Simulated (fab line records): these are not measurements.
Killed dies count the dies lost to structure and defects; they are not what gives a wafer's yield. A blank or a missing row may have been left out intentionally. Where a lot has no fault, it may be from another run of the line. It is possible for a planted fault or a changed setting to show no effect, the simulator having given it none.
fab line records -- flow n5Finfet
record lots=8, wafers=24, lastDay=19
route steps=1938 shown FIN_SAQP@142 FIN_CUT@169 BEOL_M4@1111 PASSIVATION@1936
lots that met no fault: taken from a fault-free run of the same line
startH: hours from the record's first day to the start of the lot's first wafer shown -- waitH: hours elapsed since this lot's preceding step -- " as in the row above -- L1.1+2: several wafers, shown together as one row -- - no value, or no start given -- * or withheld: withheld -- < > ~ a bound
route shown NAME@n: a module of which the file shows steps, and the number in the route of the first -- usual: the fault-free wafers' mean and standard deviation -- same: alike in all rows -- chamber/n: place in a boat -- sites: per-site readings -- _std_site: the standard deviation of these -- _edge_site: inner sites' mean taken away from outer sites' mean -- radiusMm: for every site, how far away it sits from the centre of the wafer -- mask NAME#n: copy n -- behind: the last tool/chamber to shape the wafer -- hold: cause of the lot's hold/its duration in hours/its outcome -- device: the n, p or np transistor that did not switch -- end of line: tests run on the same wafers once the route is complete -- step lacking rows: just its recipe -- killed: count of dies lost to structure and defects at first sort (not the wafer's yield) -- map: a wafer's dies, marking killed ones x, the rest . and places with no die _
set.NAME: setting as actually run; set.NAME@STEP: the setting as run at that earlier step -- model.NAME: the simulator's own value behind a step, which no gauge read
one table for each step of the route and one row for each wafer, over a sample of lots
services: from which hour (startH, from the record's first day; less than 0 if before it) a tool's chamber was out of use, for how many hours, and why
## steps
# step N5_FIN_SAQP_HM_OPEN_33
# recipe chemistry=CH3F/O2, target=SiNx, maskMaterial=SiO2, targetDepthA=494, timeS=70.6, pressureMtorr=30, sourceW=395, biasW=73, Ar_flow_sccm=150, CH3F_flow_sccm=30, O2_flow_sccm=20, ionEnergyEv=120, ends=cleared
# usual drypumpMotorCurrentA=5.8/0.44, etchRfOnTimeS=70.2/1.9, oesProductAu=0.64/0.046, rfVppV=299/5.2, showerheadPlenumPTorr=2.00/0.075, throttleValvePct=16.38/0.25
lot.wafer,tool,chamber,startH,waitH,drypumpMotorCurrentA,etchRfOnTimeS,oesProductAu,rfHoursCounterH,rfVppV,showerheadPlenumPTorr,throttleValvePct
L815.2,rieDiel-05,0,26.10,0.2,5.6,71.1,0.62,155,307,2.00,16.65
L815.5,rieDiel-05,2,26.10,0.2,5.5,70.3,0.66,-,300,2.08,16.06
L815.6,rieDiel-05,1,26.10,0.2,6.5,74.2,0.60,-,298,1.91,16.52
L819.1,rieDiel-05,0,50.37,0.0,5.6,71.1,0.62,163,306,1.99,16.65
L819.2,rieDiel-05,2,50.37,0.0,5.5,68.9,0.65,153,300,2.07,16.09
L819.6,rieDiel-05,1,50.37,0.0,6.5,72.2,0.59,-,298,1.91,16.57
L825.1,rieDiel-02,1,85.48,0.0,5.8,70.9,0.62,168,295,2.07,16.45
L825.4,rieDiel-02,0,85.48,0.0,5.8,72.3,0.61,209,299,1.90,16.32
L825.5,rieDiel-02,1,85.48,0.0,5.8,71.7,0.63,-,295,2.07,16.45
L828.4,rieDiel-05,1,104.85,0.1,6.5,71.3,0.59,207,296,1.91,16.59
L828.5,rieDiel-05,2,104.85,0.1,5.6,69.9,0.65,-,299,2.07,16.13
L828.6,rieDiel-05,1,104.85,0.1,6.5,72.3,0.59,-,299,1.91,16.59
L829.2,rieDiel-05,2,110.14,0.0,5.5,68.5,0.64,173,298,2.07,16.12
L829.3,rieDiel-05,0,110.14,0.0,5.6,70.6,0.61,182,305,1.99,16.68
L829.4,rieDiel-05,3,110.14,0.0,6.1,69.6,0.67,140,297,2.00,16.41
L831.3,rieDiel-05,1,121.82,0.0,6.5,72.4,0.58,213,297,1.90,16.59
L831.4,rieDiel-05,3,121.82,0.0,6.1,69.5,0.65,145,298,2.00,16.41
L831.5,rieDiel-05,2,121.82,0.0,5.5,69.4,0.63,-,299,2.06,16.14
L836.1,rieDiel-04,2,152.26,0.1,6.0,70.2,0.64,179,292,1.91,16.26
L836.4,rieDiel-04,0,152.26,0.1,5.6,71.6,0.69,73,288,1.94,15.95
L836.5,rieDiel-04,0,152.26,0.1,5.6,71.7,0.69,-,287,1.94,15.96
L838.3,rieDiel-02,1,163.74,0.0,5.8,72.2,0.60,195,295,2.06,16.52
L838.4,rieDiel-02,2,163.74,0.0,6.4,68.6,0.72,61,306,2.12,16.24
L838.5,rieDiel-02,3,163.74,0.0,4.9,69.1,0.61,-,305,1.97,16.34
# step N5_FIN_SAQP_FIN_ETCH_36
# recipe chemistry=HBr/Cl2/O2, targetDepthA=1200, maskMaterial=SiNx, timeS=50.4, biasW=102, pressureMtorr=10, icpW=800, HBr_flow_sccm=150, Cl2_flow_sccm=80, O2_flow_sccm=12
# usual HBr_flow_sccm=150.0/0.44, O2_flow_sccm=11.99/0.038, drypumpMotorCurrentA=5.5/0.49, oesProductAu=0.999/0.019, throttleValvePct=35.97/0.2
lot.wafer,tool,chamber,startH,waitH,HBr_flow_sccm,O2_flow_sccm,drypumpMotorCurrentA,oesProductAu,rfHoursCounterH,throttleValvePct
L815.2,rieSi-05,2,26.39,0.0,149.8,12.04,5.7,1.014,16,36.06
L815.5,rieSi-05,3,26.39,0.0,149.6,12.00,5.8,1.020,-,36.10
L815.6,rieSi-05,2,26.39,0.0,150.1,11.97,5.7,1.019,-,36.04
L819.1,rieSi-05,0,50.66,0.0,150.1,12.04,5.7,1.000,87,35.76
L819.2,rieSi-05,3,50.66,0.0,149.6,12.06,5.8,1.021,99,36.08
L819.6,rieSi-05,2,50.66,0.0,149.9,11.96,5.6,1.019,-,36.04
L825.1,rieSi-02,1,85.76,0.0,149.7,11.98,5.3,0.963,45,36.05
L825.4,rieSi-02,0,85.76,0.0,149.4,11.96,6.7,1.021,44,35.94
L825.5,rieSi-02,2,85.76,0.0,150.3,11.96,4.7,1.001,-,35.89
L828.4,rieSi-02,1,105.14,0.0,149.4,11.98,5.3,0.977,45,36.01
L828.5,rieSi-02,3,105.14,0.0,150.2,11.96,5.2,0.971,-,35.71
L828.6,rieSi-02,2,105.14,0.0,149.6,11.96,4.7,1.000,-,35.88
L829.2,rieSi-02,1,110.42,0.0,149.9,11.97,5.3,0.971,45,36.03
L829.3,rieSi-02,2,110.42,0.0,149.6,12.00,4.7,1.011,4,35.90
L829.4,rieSi-02,0,110.42,0.0,149.2,12.02,6.7,1.024,44,35.95
L831.3,rieSi-02,1,122.10,0.0,149.5,11.99,5.3,0.983,45,36.02
L831.4,rieSi-02,2,122.10,0.0,149.8,12.03,4.7,1.025,4,35.87
L831.5,rieSi-02,3,122.10,0.0,150.7,12.05,5.2,0.988,-,35.70
L836.1,rieSi-05,2,152.54,0.0,150.4,11.93,5.6,1.018,19,36.04
L836.4,rieSi-05,2,152.54,0.0,150.2,11.97,5.7,1.013,-,36.05
L836.5,rieSi-05,0,152.54,0.0,150.7,12.01,5.7,1.004,-,35.75
L838.3,rieSi-06,1,164.02,0.0,150.4,11.96,5.6,0.995,3,35.99
L838.4,rieSi-06,0,164.02,0.0,150.1,11.98,5.4,0.978,37,36.22
L838.5,rieSi-06,1,164.02,0.0,150.0,11.99,5.6,0.985,-,35.98
# step N5_FIN_CUT_ETCH_21
# recipe chemistry=N2/H2, target=SOC, targetDepthA=2190, overetchA=438, maskMaterial=SiARC, tempC=40, ionEnergyEv=100, biasW=61, timeS=523.5, pressureMtorr=30, sourceW=850, n2FlowSccm=200, h2FlowSccm=200
# usual biasW=60.99/0.18, chamberPressureMTorr=30.001/0.028, drypumpMotorCurrentA=5.8/0.48, oesProductAu=0.73/0.071, rfVppV=241.0/1.4, showerheadPlenumPTorr=2.57/0.081, throttleValvePct=17.77/0.28
lot.wafer,tool,chamber,startH,waitH,biasW,chamberPressureMTorr,drypumpMotorCurrentA,oesProductAu,rfHoursCounterH,rfVppV,showerheadPlenumPTorr,throttleValvePct
L815.2,rieDiel-01,2,27.70,0.0,60.89,30.001,5.9,0.78,48,243.2,2.69,17.64
L815.5,rieDiel-01,2,27.70,0.0,60.79,29.971,5.9,0.78,-,242.2,2.69,17.65
L815.6,rieDiel-01,1,27.70,0.0,60.98,29.994,5.8,0.70,-,240.1,2.45,17.93
L819.1,rieDiel-01,2,51.55,0.0,60.79,29.988,5.8,0.78,56,243.0,2.68,17.66
L819.2,rieDiel-01,1,51.55,0.0,60.97,29.971,5.8,0.69,153,238.4,2.45,17.93
L819.6,rieDiel-01,2,51.55,0.0,60.93,30.012,5.9,0.77,-,243.2,2.68,17.64
L825.1,rieDiel-03,3,86.66,0.0,60.98,30.016,4.7,0.73,103,240.3,2.46,17.93
L825.4,rieDiel-03,2,86.66,0.0,61.24,29.997,5.1,0.76,60,240.4,2.59,17.78
L825.5,rieDiel-03,0,86.66,0.0,61.24,29.989,5.5,0.64,-,240.4,2.62,18.11
L828.4,rieDiel-01,2,106.10,0.2,-,-,-,-,-,-,-,-
L828.5,rieDiel-01,3,106.10,0.2,-,-,-,-,-,-,-,-
L828.6,rieDiel-01,2,106.10,0.2,-,-,-,-,-,-,-,-
L829.2,rieDiel-06,3,111.31,0.0,-,-,-,-,-,-,-,-
L829.3,rieDiel-06,1,111.31,0.0,-,-,-,-,-,-,-,-
L829.4,rieDiel-06,2,111.31,0.0,-,-,-,-,-,-,-,-
L831.3,rieDiel-06,3,123.10,0.0,60.99,30.003,6.0,0.71,131,240.1,2.54,17.61
L831.4,rieDiel-06,2,123.10,0.0,61.28,30.052,5.9,0.71,139,242.8,2.66,17.75
L831.5,rieDiel-06,3,123.10,0.0,60.77,29.980,6.0,0.72,-,240.3,2.54,17.62
L836.1,rieDiel-03,1,153.32,0.0,60.95,30.011,5.0,0.75,88,240.6,2.47,18.01
L836.4,rieDiel-03,3,153.32,0.0,60.95,30.020,4.7,0.72,124,239.6,2.45,17.96
L836.5,rieDiel-03,0,153.32,0.0,60.84,29.947,5.5,0.89,-,240.2,2.62,17.65
L838.3,rieDiel-01,0,165.24,0.0,60.88,29.993,6.1,0.67,168,241.9,2.54,17.97
L838.4,rieDiel-01,2,165.24,0.0,60.87,30.041,5.9,0.73,95,241.9,2.67,17.72
L838.5,rieDiel-01,2,165.24,0.0,61.19,29.975,5.9,0.74,-,241.9,2.67,17.72
# step N5_FIN_CUT_CUT_ETCH_27
# recipe chemistry=CHF3/O2, target=SiO2, targetDepthA=40, maskMaterial=SOC, overetchA=20, timeS=4.9, pressureMtorr=30, sourceW=650, biasW=170, Ar_flow_sccm=200, CHF3_flow_sccm=50, O2_flow_sccm=5, ionEnergyEv=200
# usual CHF3_flow_sccm=50.01/0.14, O2_flow_sccm=5.001/0.015, drypumpMotorCurrentA=5.8/0.48, oesProductAu=0.63/0.061, rfVppV=528/6.5, showerheadPlenumPTorr=2.43/0.078, throttleValvePct=18.79/0.28
lot.wafer,tool,chamber,startH,waitH,CHF3_flow_sccm,O2_flow_sccm,drypumpMotorCurrentA,oesProductAu,rfHoursCounterH,rfVppV,showerheadPlenumPTorr,throttleValvePct
L815.2,rieDiel-01,2,28.09,0.0,49.74,4.971,5.8,0.67,48,533,2.55,18.79
L815.5,rieDiel-01,2,28.09,0.0,49.93,4.988,5.9,0.68,-,531,2.55,18.80
L815.6,rieDiel-01,1,28.09,0.0,49.87,5.005,5.8,0.60,-,525,2.32,18.90
L819.1,rieDiel-01,2,51.94,0.0,49.63,5.016,5.9,0.67,57,532,2.54,18.79
L819.2,rieDiel-01,1,51.94,0.0,50.16,5.010,5.8,0.59,154,525,2.32,18.94
L819.6,rieDiel-01,2,51.94,0.0,49.97,5.012,5.9,0.66,-,531,2.54,18.79
L825.1,rieDiel-03,3,87.05,0.0,50.09,5.030,4.7,0.63,103,521,2.34,18.85
L825.4,rieDiel-03,2,87.05,0.0,50.04,5.012,5.1,0.66,60,520,2.45,18.73
L825.5,rieDiel-03,0,87.05,0.0,50.00,5.022,5.4,0.56,-,537,2.46,19.04
L828.4,rieDiel-01,2,106.56,0.0,50.12,4.992,5.8,0.30,-,532,2.54,18.77
L828.5,rieDiel-01,3,106.56,0.0,50.11,4.979,6.3,0.35,-,530,2.35,18.33
L828.6,rieDiel-01,2,106.56,0.0,50.11,5.002,5.9,0.31,-,533,2.53,18.78
L829.2,rieDiel-06,3,111.70,0.0,50.10,4.991,6.0,0.29,128,532,2.41,18.61
L829.3,rieDiel-06,1,111.70,0.0,49.98,5.006,5.2,0.26,245,514,2.49,19.33
L829.4,rieDiel-06,2,111.70,0.0,49.93,5.001,6.0,0.29,135,532,2.54,18.82
L831.3,rieDiel-06,3,123.48,0.0,49.93,4.992,6.0,0.61,132,531,2.41,18.67
L831.4,rieDiel-06,2,123.48,0.0,50.07,4.996,5.9,0.61,139,533,2.54,18.86
L831.5,rieDiel-06,3,123.48,0.0,49.85,5.000,6.0,0.62,-,531,2.41,18.66
L836.1,rieDiel-03,1,153.71,0.0,49.83,5.004,5.0,0.65,88,530,2.33,19.02
L836.4,rieDiel-03,3,153.71,0.0,50.06,4.960,4.7,0.62,124,521,2.33,18.88
L836.5,rieDiel-03,0,153.71,0.0,49.79,4.991,5.4,0.76,-,537,2.45,18.61
L838.3,rieDiel-01,0,165.63,0.0,49.89,4.996,6.0,0.57,168,535,2.39,18.95
L838.4,rieDiel-01,2,165.63,0.0,50.16,5.014,5.8,0.63,95,532,2.53,18.87
L838.5,rieDiel-01,2,165.63,0.0,49.78,4.976,5.8,0.63,-,531,2.53,18.86
# step N5_FIN_CUT_CUT_ETCH_28
# recipe chemistry=HBr/Cl2/O2, target=Si, targetDepthA=60, maskMaterial=SOC, timeS=2.4, ionEnergyEv=*, biasW=*, pressureMtorr=10, icpW=800, HBr_flow_sccm=150, Cl2_flow_sccm=80, O2_flow_sccm=12
# usual HBr_flow_sccm=150.0/0.42, O2_flow_sccm=12.00/0.034, drypumpMotorCurrentA=5.9/0.55, oesProductAu=0.996/0.017, throttleValvePct=37.2/0.33
lot.wafer,tool,chamber,startH,waitH,HBr_flow_sccm,O2_flow_sccm,drypumpMotorCurrentA,oesProductAu,rfHoursCounterH,throttleValvePct
L815.2,rieSi-03,1,28.29,0.0,149.3,11.96,6.5,0.999,69,37.3
L815.5,rieSi-03,0,28.29,0.0,150.1,11.90,5.1,0.970,-,37.0
L815.6,rieSi-03,1,28.29,0.0,148.8,12.01,6.6,0.999,-,37.3
L819.1,rieSi-01,0,52.15,0.0,150.3,12.04,6.5,0.998,195,37.3
L819.2,rieSi-01,2,52.15,0.0,150.3,12.04,6.3,0.986,44,37.3
L819.6,rieSi-01,0,52.15,0.0,149.9,12.02,6.5,0.999,-,37.3
L825.1,rieSi-04,0,87.25,0.0,149.3,12.07,6.2,1.037,39,37.5
L825.4,rieSi-04,3,87.25,0.0,149.8,12.02,6.0,0.999,125,36.9
L825.5,rieSi-04,1,87.25,0.0,149.7,12.05,5.9,1.011,-,37.5
L828.4,rieSi-01,2,106.78,0.0,149.7,12.01,6.3,0.973,-,37.3
L828.5,rieSi-01,1,106.78,0.0,149.6,12.04,4.9,0.981,-,36.5
L828.6,rieSi-01,3,106.78,0.0,149.7,11.98,5.7,0.983,-,37.4
L829.2,rieSi-04,0,111.91,0.0,149.3,11.97,6.2,1.035,40,37.5
L829.3,rieSi-04,2,111.91,0.0,149.6,11.99,6.4,1.016,1,36.9
L829.4,rieSi-04,1,111.91,0.0,150.1,11.98,5.9,1.012,8,37.5
L831.3,rieSi-03,1,123.69,0.0,150.3,11.96,6.6,1.001,71,37.3
L831.4,rieSi-03,3,123.69,0.0,150.3,12.02,6.5,0.993,99,37.6
L831.5,rieSi-03,3,123.69,0.0,150.4,12.04,6.4,0.994,-,37.6
L836.1,rieSi-03,0,153.91,0.0,150.3,12.01,5.1,0.965,5,37.0
L836.4,rieSi-03,2,153.91,0.0,149.6,11.97,5.6,1.010,183,36.9
L836.5,rieSi-03,3,153.91,0.0,150.2,12.02,6.4,1.000,-,37.6
L838.3,rieSi-04,1,165.84,0.0,150.7,12.05,5.9,1.010,9,37.5
L838.4,rieSi-04,0,165.84,0.0,150.6,11.97,6.2,1.026,41,37.5
L838.5,rieSi-04,0,165.84,0.0,149.9,12.00,6.1,1.032,-,37.5
# step N5_BEOL_M4_RC_MEAS_101
# usual DIBL_N=36.6/1.9, DIBL_P=36.7/2.2, IOFF_N=0.16/0.035, IOFF_P=0.22/0.038, ION_N=672/14, ION_P=462/8.3, SS_N=71.6/0.65, SS_P=73.5/0.72, VT_N=250/3.5, VT_P=-250/3.1
lot.wafer,tool,chamber,startH,waitH,DIBL_N[mV/V],DIBL_P[mV/V],IOFF_N[nA/um],IOFF_P[nA/um],ION_N[uA/um],ION_P[uA/um],SS_N[mV/dec],SS_P[mV/dec],VT_N[mV],VT_P[mV]
L815.2,prober-01,0,203.17,0.2,39.2,40.5,0.22,0.34,686,483,71.1,74.5,243,-239
L815.5,prober-01,0,203.17,0.2,37.5,39.0,0.17,0.29,677,471,71.0,73.9,247,-244
L815.6,prober-01,0,203.17,0.2,33.2,32.6,0.10,0.18,646,455,69.9,72.5,255,-252
L819.1,prober-02,0,207.69,0.0,36.5,36.7,0.15,0.19,653,448,71.6,73.3,254,-258
L819.2,prober-02,0,207.69,0.0,34.4,34.7,0.12,0.16,667,453,71.0,72.7,254,-257
L819.6,prober-02,0,207.69,0.0,33.4,32.6,0.11,0.14,650,442,70.7,71.6,257,-257
L825.1,prober-02,0,257.28,0.0,34.1,33.4,0.13,0.17,650,448,71.7,72.8,254,-253
L825.4,prober-02,0,257.28,0.0,33.8,32.8,0.12,0.16,656,454,71.4,72.9,256,-253
L825.5,prober-02,0,257.28,0.0,33.7,32.6,0.12,0.16,642,439,71.3,72.9,258,-251
L831.3,prober-01,0,291.31,0.3,38.8,40.6,0.21,0.29,670,462,72.3,74.8,247,-244
L831.4,prober-01,0,291.31,0.3,35.6,36.4,0.15,0.21,656,456,71.5,72.8,253,-249
L831.5,prober-01,0,291.31,0.3,38.5,40.4,0.21,0.30,670,467,72.9,74.9,245,-247
L836.1,prober-02,0,326.31,0.0,38.1,37.1,0.19,0.25,669,458,71.4,73.8,249,-248
L836.4,prober-02,0,326.31,0.0,35.2,34.2,0.14,0.19,680,466,71.2,72.6,251,-250
L836.5,prober-02,0,326.31,0.0,35.7,34.4,0.14,0.21,678,474,71.6,73.6,249,-248
L838.3,prober-01,0,328.16,0.3,37.0,38.4,0.17,0.22,674,467,71.4,73.3,251,-250
L838.4,prober-01,0,328.16,0.3,36.8,38.0,0.17,0.24,676,459,72.2,74.1,248,-248
L838.5,prober-01,0,328.16,0.3,38.7,39.6,0.20,0.26,694,470,72.2,73.6,249,-248
# step N5_PASSIVATION_PROBE_49
# usual defectLimitedYield=91.6/1.4, killed_at_M0_to_M3=35/10, killed_at_M4_up=13/4.8, killedAtContacts=12/7.2, killedAtFrontEnd=36/12, killedAtOther=4/3.1, killedDies=100/17, killedOnRim=13/4.2, killedOpen=66/13, killedShort=32/7.3, sort_bin_5_function=5.0/0.94, sort_bin_6_memory=3.1/0.67, sort_bin_8_speed=0.01/0.047, sortNPass=1080/17, sortYieldPct=91.6/1.4
# same grossDies=1180, killedAtBackSide=0, sort_bin_4_leakage[%]=0
lot.wafer,tool,chamber,startH,waitH,defectLimitedYield[%],killed_at_M0_to_M3,killed_at_M4_up,killedAtContacts,killedAtFrontEnd,killedAtOther,killedDies,killedOnRim,killedOpen,killedShort,sort_bin_5_function[%],sort_bin_6_memory[%],sort_bin_8_speed[%],sortNPass,sortYieldPct[%]
L815.2,prober-01,-,317.24,0.1,91.8,38,8,12,35,4,97,14,59,38,4.1,3.6,0,1083,91.8
L815.5,prober-01,-,317.39,0.2,91.0,41,14,16,35,0,106,16,76,30,5.5,3.5,0,1074,91.0
L815.6,prober-01,-,317.44,0.3,93.1,40,3,11,28,0,82,6,51,31,4.9,1.7,0.08,1097,93.0
L819.1,prober-02,-,322.84,0.0,91.3,38,6,29,27,3,103,8,63,40,4.8,3.6,0,1077,91.3
L819.2,prober-02,-,322.89,0.1,90.0,22,10,37,45,4,118,12,75,43,5.9,3.7,0,1062,90.0
L819.6,prober-02,-,323.09,0.3,89.1,26,13,26,61,3,129,17,76,51,6.4,4.1,0.08,1051,89.1
L828.4,prober-01,-,389.16,0.2,0,26,11,15,1121,7,1180,152,55,36,96.4,3.0,0,0,0
L828.5,prober-01,-,389.21,0.2,0,47,18,7,1101,7,1180,152,68,33,96.7,3.0,0,0,0
L828.6,prober-01,-,389.26,0.3,0,30,15,7,1123,5,1180,152,66,32,97.2,2.6,0,0,0
L825.1,prober-01,-,389.60,0.0,91.5,37,7,13,39,4,100,19,61,39,4.6,3.6,0,1080,91.5
L825.4,prober-01,-,389.75,0.2,91.2,31,7,8,52,6,104,24,68,36,5.3,3.2,0,1076,91.2
L829.2,prober-02,-,407.22,0.1,0,22,16,12,1126,4,1180,152,53,24,96.9,2.6,0,0,0
L829.3,prober-02,-,407.27,0.1,0,32,18,15,1113,2,1180,152,60,26,96.9,3.0,0,0,0
L829.4,prober-02,-,407.32,0.2,0,29,20,11,1117,3,1180,152,61,29,96.8,3.2,0,0,0
# killed by level:class
L815.2 FIN_SAQP:geometricParticle:short=11 BEOL_M0_SAQP:geometricParticle:open=10 FIN_SAQP:geometricParticle:open=9 MOL_CONTACT_COAG:geometricParticle:open=9 BEOL_M0_SAQP:geometricParticle:short=7 BEOL_M3:geometricParticle:open=7 DUMMY_GATE:geometricParticle:open=4 BEOL_M2:geometricParticle:open=4
L815.5 MOL_CONTACT_COAG:geometricParticle:open=14 FIN_SAQP:geometricParticle:open=13 BEOL_M2:geometricParticle:open=8 BEOL_M1:geometricParticle:open=6 BEOL_M3:geometricParticle:open=6 BEOL_M0_SAQP:geometricParticle:open=6 BEOL_M5:geometricParticle:open=6 STARTING-WAFER:geometricParticle:short=6
L815.6 MOL_CONTACT_COAG:geometricParticle:open=9 BEOL_M0_SAQP:geometricParticle:short=9 BEOL_M0_SAQP:geometricParticle:open=7 STI_FIN_REVEAL:geometricParticle:open=6 GATE_CUT:geometricParticle:open=6 BEOL_M3:geometricParticle:open=6 FIN_SAQP:geometricParticle:short=5 BEOL_M3:geometricParticle:short=5
L819.1 MOL_CONTACT_COAG:geometricParticle:open=23 BEOL_M0_SAQP:geometricParticle:short=13 FIN_SAQP:geometricParticle:short=8 BEOL_M2:geometricParticle:open=8 BEOL_M0_SAQP:geometricParticle:open=7 MOL_CONTACT_COAG:geometricParticle:short=6 FIN_SAQP:geometricParticle:open=5 BEOL_M2:geometricParticle:short=4
L819.2 MOL_CONTACT_COAG:geometricParticle:open=26 MOL_CONTACT_COAG:geometricParticle:short=11 FIN_SAQP:geometricParticle:open=10 FIN_SAQP:geometricParticle:short=10 GATE_CUT:geometricParticle:short=7 BEOL_M4:geometricParticle:open=7 STI_FIN_REVEAL:geometricParticle:open=6 BEOL_M2:geometricParticle:open=6
L819.6 FIN_SAQP:geometricParticle:short=21 MOL_CONTACT_COAG:geometricParticle:open=21 FIN_SAQP:geometricParticle:open=17 GATE_CUT:geometricParticle:short=10 BEOL_M0_SAQP:geometricParticle:open=8 BEOL_M0_SAQP:geometricParticle:short=6 MOL_CONTACT_COAG:geometricParticle:short=5 STI_FIN_REVEAL:geometricParticle:open=4
L828.4 FIN_CUT:areaEtch=1089 MOL_CONTACT_COAG:geometricParticle:open=12 BEOL_M0_SAQP:geometricParticle:short=9 FIN_SAQP:geometricParticle:short=7 GATE_CUT:geometricParticle:open=7 BEOL_M1:geometricParticle:open=6 FIN_SAQP:geometricParticle:open=4 BEOL_M0_SAQP:geometricParticle:open=4
L828.5 FIN_CUT:areaEtch=1077 BEOL_M0_SAQP:geometricParticle:open=14 BEOL_M0_SAQP:geometricParticle:short=10 FIN_SAQP:geometricParticle:short=8 BEOL_M1:geometricParticle:open=8 MOL_CONTACT_COAG:geometricParticle:open=6 STI_FIN_REVEAL:geometricParticle:open=5 BEOL_M2:geometricParticle:open=5
L828.6 FIN_CUT:areaEtch=1082 FIN_SAQP:geometricParticle:open=10 BEOL_M0:geometricParticle:open=8 BEOL_M1:geometricParticle:open=7 MOL_CONTACT_COAG:geometricParticle:open=6 FIN_SAQP:geometricParticle:short=5 GATE_CUT:geometricParticle:open=5 STI_FIN_REVEAL:geometricParticle:open=4
L825.1 BEOL_M0_SAQP:geometricParticle:open=9 BEOL_M0_SAQP:geometricParticle:short=9 FIN_SAQP:geometricParticle:short=8 MOL_CONTACT_COAG:geometricParticle:open=8 BEOL_M1:geometricParticle:open=8 FIN_SAQP:geometricParticle:open=7 STI_FIN_REVEAL:geometricParticle:open=7 MOL_CONTACT_COAG:geometricParticle:short=5
L825.4 STI_FIN_REVEAL:geometricParticle:open=16 DUMMY_GATE:geometricParticle:open=9 BEOL_M1:geometricParticle:open=9 MOL_CONTACT_COAG:geometricParticle:open=8 BEOL_M0_SAQP:geometricParticle:short=7 FIN_SAQP:geometricParticle:short=5 FIN_SAQP:geometricParticle:open=5 STI_FIN_REVEAL:geometricParticle:short=3
L829.2 FIN_CUT:areaEtch=1103 MOL_CONTACT_COAG:geometricParticle:open=9 BEOL_M0_SAQP:geometricParticle:short=8 BEOL_M1:geometricParticle:open=6 BEOL_M4:geometricParticle:open=6 BEOL_M0_SAQP:geometricParticle:open=4 FIN_SAQP:geometricParticle:open=3 FIN_CUT:geometricParticle:open=3
L829.3 FIN_CUT:areaEtch=1094 MOL_CONTACT_COAG:geometricParticle:open=15 BEOL_M4:geometricParticle:open=11 BEOL_M0_SAQP:geometricParticle:short=8 BEOL_M0_SAQP:geometricParticle:open=6 BEOL_M0:geometricParticle:open=5 BEOL_M2:geometricParticle:open=5 FIN_SAQP:geometricParticle:open=4
L829.4 FIN_CUT:areaEtch=1090 BEOL_M4:geometricParticle:open=14 MOL_CONTACT_COAG:geometricParticle:open=10 BEOL_M0_SAQP:geometricParticle:open=9 BEOL_M1:geometricParticle:open=6 FIN_SAQP:geometricParticle:short=5 BEOL_M2:geometricParticle:open=5 BEOL_M0_SAQP:geometricParticle:short=4
## services
tool,chamber,startH,hours,kind
rieDiel-06,1,14.28,8.9,repair
rieDiel-06,3,14.45,3.5,repair
rieDiel-05,2,15.87,9.6,repair
rieDiel-01,3,17.57,4.4,repair
rieSi-04,-,18.71,14.6,pm
rieDiel-03,2,21.29,4.4,repair
rieDiel-06,2,27.40,9.0,repair
rieSi-05,3,29.13,3.5,repair
rieSi-05,3,40.95,5.0,repair
rieDiel-05,3,48.03,14.3,repair
rieSi-03,1,55.40,6.2,repair
rieDiel-03,3,59.26,6.7,repair
rieDiel-05,-,70.86,2.8,pm
rieSi-05,0,81.46,14.0,repair
rieSi-02,-,88.10,14.6,pm
rieDiel-01,0,99.20,8.2,repair
rieDiel-01,1,103.86,16.6,repair
rieDiel-05,-,117.75,0.6,repair
rieSi-03,2,120.54,1.2,repair
rieDiel-05,-,126.84,0.3,repair
rieDiel-03,-,143.10,1.2,repair
rieSi-05,1,148.20,7.9,repair
rieDiel-06,1,151.90,8.1,repair
rieDiel-01,-,164.46,0.3,repair
## key
firstSign step=N5_FIN_CUT_ETCH_21, reading=toolRecord, direction=missing
effect step=N5_FIN_CUT_CUT_ETCH_27, reading=oesProductAu, direction=down, sigmas=5.4, usual=0.63, struck=0.30
effect step=N5_PASSIVATION_PROBE_49, reading=sort_bin_5_function, direction=up, sigmas=98, usual=5.0, struck=96.8
moreKillsBornAt N5_FIN_CUT_ETCH_21@rieDiel-06=3287, N5_FIN_CUT_ETCH_21@rieDiel-01=3248
metAt N5_FIN_CUT_ETCH_21
struckLots L828,L829
laterRowsLeftOut L828.4,L828.5,L828.6,L829.2,L829.3,L829.4
notActingAt N5_FIN_SAQP_HM_OPEN_33,N5_FIN_SAQP_FIN_ETCH_36,N5_FIN_CUT_CUT_ETCH_28
onsetBetween 51.55 106.10
fault kind=skippedStepWhole, tool=rieDiel-01,rieDiel-06, chamber=-, onsetH=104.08, steps=N5_FIN_CUT_ETCH_21, scope=struckLotsOnly
# laterRowsLeftOut: the simulator's readings of these wafers behind a module that went badly wrong aren't trusted and aren't shown, but for the sort
